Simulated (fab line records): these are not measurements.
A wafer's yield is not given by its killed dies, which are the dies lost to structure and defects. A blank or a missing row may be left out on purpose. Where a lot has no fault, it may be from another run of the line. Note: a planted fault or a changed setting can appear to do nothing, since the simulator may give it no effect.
A struck lot beside a sound one :: flow n5 finfet :: 25 out of 1938 route steps
Sound: wafers L997.2, L997.3, L997.6. The struck wafers were L109.1, L109.2, L109.4. The cause is named last.
Per side, at each step with rows, come the tool, then ch with its chambers, and then its first start. Under that, the readings that differ: sound wafers :: struck wafers :: difference of the means :: sigmas: that difference in standard deviations of wafers without a fault.
alike: readings with means less than 2 such deviations apart, plus words and numbers identical on both sides. not compared: withheld readings, readings lacking a value on some wafer, bounds such as >300 that could conceal the same value, and numbers that have no deviation in the record and whose values overlap.
The two part at a step that has a row with sigmas, a row that says differs or no value, or rows on one side only. Non-overlapping numbers with no deviation appear without sigmas and do not part them. A reading missing from all wafers of one side parts the sides only when that side holds two or more wafers.

first, 5 steps without rows for these wafers: N5_BEOL_M0_SAQP_EBR_10; N5_BEOL_M0_SAQP_SOFTBAKE_09 (time 60 s); N5_BEOL_M0_SAQP_EXPOSE_11 (exposes mask M0 CORE, target cd 42 nm); N5_BEOL_M0_SAQP_PEB_12 (peb time 60 s); N5_BEOL_M0_SAQP_DEVELOP_13 (develop time 30 s).
N5_BEOL_M0_SAQP_CD_MEAS_14: target cd 42.5 nm.
  sound on cd sem-03 ch 0, day 7 18:23; struck on cd sem-01 ch 0, day 10 21:58
  alike: cd nm
N5_BEOL_M0_SAQP_OVL_MEAS_15:
  sound on overlay-01 ch 0, day 7 18:25; struck on overlay-01 ch 0, day 10 21:59
  alike: M0_CORE_OVL
N5_BEOL_M0_SAQP_INSPECT_16: inspects for defects (brightfield).
  struck on defect inspect-02, day 10 22:01; sound on defect inspect-02, day 7 18:26
  alike: raw defect count
N5_BEOL_M0_SAQP_DESCUM_19: chemistry O2, time 7.9 s.
  sound on rie diel-05 ch 0,1, day 7 18:55; struck on rie diel-05 ch 0,1,2, day 10 22:03
  alike: bias power w, drypump motor current A, oes product au, rf vpp V, showerhead plenum p Torr, throttle valve pct
  not compared: rf hours counter h
then, 1 step without rows for these wafers: N5_BEOL_M0_SAQP_ETCH_83 (etches SiARC in CF4, target depth 39 nm, time 65 s).
N5_BEOL_M0_SAQP_ETCH_84: etches SOC in N2/H2, target depth 100 nm, overetch 20 nm, time 150 s.
  sound on rie diel-05 ch 0,1, day 7 19:00; struck on rie diel-05 ch 0,1,2, day 10 22:08
  alike: bias w, drypump motor current A, oes product au, rf vpp V, showerhead plenum p Torr, throttle valve pct
  not compared: rf hours counter h
then, 1 step without rows for these wafers: N5_BEOL_M0_SAQP_STRIP_80 (strips in N2/H2).
N5_BEOL_M0_SAQP_HM_OPEN_112: chemistry CHF3/O2, target SiO2, stops on a-Si, target depth 12 nm, time 13.5 s.
  sound on rie diel-05 ch 0,1, day 7 19:07; struck on rie diel-05 ch 0,1,2, day 10 22:14
  no value came back on the struck wafers for any of 9 readings (CHF3_flow_sccm (sccm), O2_flow_sccm (sccm) and others); on the sound wafers CHF3_flow_sccm (sccm) reads 49.89 50.25 49.79
reading: model.SiARC_of_BEOL_M0_SAQP_COAT_82.thk nm (nm)
sound: 4.8 5.2 4.8
struck: 24.2 24.4 24.4
difference: +19.4
sigmas: 
  not compared: rf hours counter h
then, 1 step without rows for these wafers: N5_BEOL_M0_SAQP_STRIP_113 (strips in CHF3/O2).
N5_BEOL_M0_SAQP_MANDREL_ETCH_20: etches a-Si in HBr/Cl2, stops on SiNx, target depth 60 nm, bt time 10 s, time 30 s.
  sound on rie si-06 ch 1,3, day 7 19:11; struck on rie si-01 ch 0,1,3, day 10 22:20
reading: oes product au (a.u.)
sound: 0.757 0.798 0.784
struck: 0.323 0.341 0.325
difference: -0.450
sigmas: -35
  alike: bias w, drypump motor current A, throttle valve pct
  not compared: rf hours counter h
then, 3 steps without rows for these wafers: N5_BEOL_M0_SAQP_STRIP_86 (strips in N2/H2); N5_BEOL_M0_SAQP_STRIP_115 (strips in post etch residue remover, time 60 s); N5_BEOL_M0_SAQP_SRD_93 (time 30 s).
N5_BEOL_M0_SAQP_RECESS_114: chemistry HF/NH3, target SiO2, target depth 14.4 nm, afs cycles 3, sublimation time 60 s.
  sound on vapor etch-01 ch 0,1, day 7 19:29; struck on vapor etch-01 ch 0,1, day 10 22:34
  alike: drypump motor current A
N5_BEOL_M0_SAQP_SPACER1_ALD_98: deposits SiO2, target thk 12.8 nm, pulse time 1 s, purge time 2 s.
  sound on ald sin-03 ch 0,2,3, day 7 19:53; struck on ald sin-02 ch 0,2,3, day 10 22:56
  alike: heater power w, precursor pulse height rel
N5_BEOL_M0_SAQP_SPACER1_ETCHBACK_99: etches SiO2 in CHF3/O2, target depth 15.4 nm, time 7.7 s.
  sound on rie diel-05 ch 1,2, day 7 20:21; struck on rie diel-04 ch 0,2,3, day 10 23:25
  alike: bias w, drypump motor current A, oes_ar_750_au, oes product au, rf vpp V, showerhead plenum p Torr, throttle valve pct
  not compared: rf hours counter h
N5_BEOL_M0_SAQP_MANDREL1_REMOVE_100: chemistry HBr/Cl2/O2, target a-Si, stops on SiNx, bt time 10 s.
  sound on rie si-01 ch 0,1, day 7 20:26; struck on rie si-03 ch 2,3, day 10 23:30
reading: oes product au (a.u.)
sound: 1.025 1.002 1.002
struck: 0.373 0.383 0.376
difference: -0.632
sigmas: -37
  alike: bias w, drypump motor current A, throttle valve pct
  not compared: rf hours counter h
N5_BEOL_M0_SAQP_CD_MEAS_25: target cd 13.1 nm.
  sound on cd sem-03 ch 0, day 7 20:34; struck on cd sem-01 ch 0, day 10 23:37
reading: cd nm (nm)
sound: 12.61 12.51 12.94
struck: - - -
difference: no value on the struck wafers
sigmas: 
then, 1 step without rows for these wafers: N5_BEOL_M0_SAQP_ETCH_101 (etches SiNx in CH3F/O2, target depth 29.9 nm, time 42.7 s).
N5_BEOL_M4_RC_MEAS_101:
  the record has rows for the sound wafers here (prober-01 ch 0, day 10 06:16) and none for the struck ones

WHERE THEY PART
Earliest at N5_BEOL_M0_SAQP_HM_OPEN_112; latest, in this record, at N5_BEOL_M4_RC_MEAS_101.

WHY: what the simulator had put in
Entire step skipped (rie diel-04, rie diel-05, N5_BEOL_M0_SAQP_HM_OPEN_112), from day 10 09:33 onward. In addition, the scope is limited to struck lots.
